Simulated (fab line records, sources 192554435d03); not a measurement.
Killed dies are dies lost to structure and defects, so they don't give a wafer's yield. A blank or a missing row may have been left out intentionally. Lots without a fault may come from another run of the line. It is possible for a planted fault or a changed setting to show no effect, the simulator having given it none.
Split-lot study	flow n5Finfet	7 lots, 21 wafers read, on a route of 1938 steps

## THE SPLIT ITSELF
At N5_SD_EPI_N_EPI_21 (deposits Si:P, time 690 s), the setting epiGrowthTimeS was moved away from the recipe's 690 s on 4 of the 21 wafers read, by -3.4% to +10.1%. All remaining wafers had this setting at the recipe value.

## FROM THE SPLIT TO THE READING: what the file shows between them, 3 steps
- N5_SD_EPI_N_PRECLEAN_24: cleans in O3/DIW, time 60 s
- N5_SD_ACTIVATION_RTA_00: time 0 s
- N5_SD_ACTIVATION_LSA_01: time 0.0008 s

## THE READING
RS_SD_N (ohm/sq), read at N5_SD_ACTIVATION_RS_MEAS_03 with a four-point probe. On this fab line, fault-free wafers typically give 21.9 ohm/sq with a standard deviation of 0.34 ohm/sq.

wafer	tool, chamber at the split	epiGrowthTimeS as run, s	against the recipe	RS_SD_N, ohm/sq	against lot-mates on the recipe
L074.1	epiRpcvd-02, 0	690	recipe	22.2	-
L074.2	epiRpcvd-02, 0	690	recipe	21.7	-
L074.3	epiRpcvd-02, 0	690	recipe	21.8	-
L077.3	epiRpcvd-04, 0	690	recipe	21.7	-
L077.4	epiRpcvd-04, 0	759.7	+10.1%	20.2	-1.5
L077.5	epiRpcvd-04, 0	690	recipe	21.7	-
L078.2	epiRpcvd-02, 0	690	recipe	22.1	-
L078.4	epiRpcvd-02, 0	690	recipe	22.0	-
L078.5	epiRpcvd-02, 0	690	recipe	21.9	-
L081.3	epiRpcvd-04, 0	690	recipe	21.4	-
L081.4	epiRpcvd-04, 0	690	recipe	22.0	-
L081.5	epiRpcvd-04, 0	690	recipe	22.1	-
L084.1	epiRpcvd-04, 0	690	recipe	22.7	-
L084.4	epiRpcvd-04, 0	690	recipe	22.8	-
L084.5	epiRpcvd-04, 0	690	recipe	22.6	-
L087.1	epiRpcvd-01, 0	690	recipe	21.7	-
L087.3	epiRpcvd-01, 0	670.2	-2.9%	22.0	+0.3
L087.4	epiRpcvd-01, 0	670.2	-2.9%	21.9	+0.2
L094.3	epiRpcvd-01, 0	690	recipe	21.6	-
L094.4	epiRpcvd-01, 0	690	recipe	21.5	-
L094.6	epiRpcvd-01, 0	666.3	-3.4%	21.7	+0.1

FIT RESULTS
A straight line over all 21 wafers: RS_SD_N changes by -0.129 ohm/sq for each +1% of epiGrowthTimeS; r = -0.61; the points scatter about the line by 0.43 ohm/sq.
The same after taking each lot's own level away (the mean of its wafers on the recipe; 21 wafers): -0.131 ohm/sq for each +1%; r = -0.89; scatter 0.18 ohm/sq.
Per that fit: largest epiGrowthTimeS move, reading shift of 1.3 ohm/sq.
Across the lots, their own levels run from 21.55 to 22.70 ohm/sq, a range of 3.4 times the standard deviation given above.
So the lot-to-lot level blurs the effect unless lot-mates are compared.
Check: for one of the wafers moved furthest among these (+10.1%), held out of the fit, the line's prediction against its lot-mates is -0.693 ohm/sq. Against them it came out at -1.5 ohm/sq.

## THE WHOLE CHAIN: every reading that the file lists as answering this split, in the file's order
step	what it does	reading	change (the file's fit)	r (the file's)
N5_SD_EPI_N_EPI_21	deposits Si:P, time 690 s	Si-P_of_SD_EPI_N_EPI_21.thkNm (the simulator's own value, which no gauge read)	+0.342 nm for each +1% of the setting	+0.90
N5_SD_ACTIVATION_RS_MEAS_03	measures by four-point-probe	RS_SD_N	-0.138 for each +1% of the setting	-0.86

## FILE'S OWN FIT
RS_SD_N changes by -0.138 ohm/sq for each +1% of epiGrowthTimeS, r = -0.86.
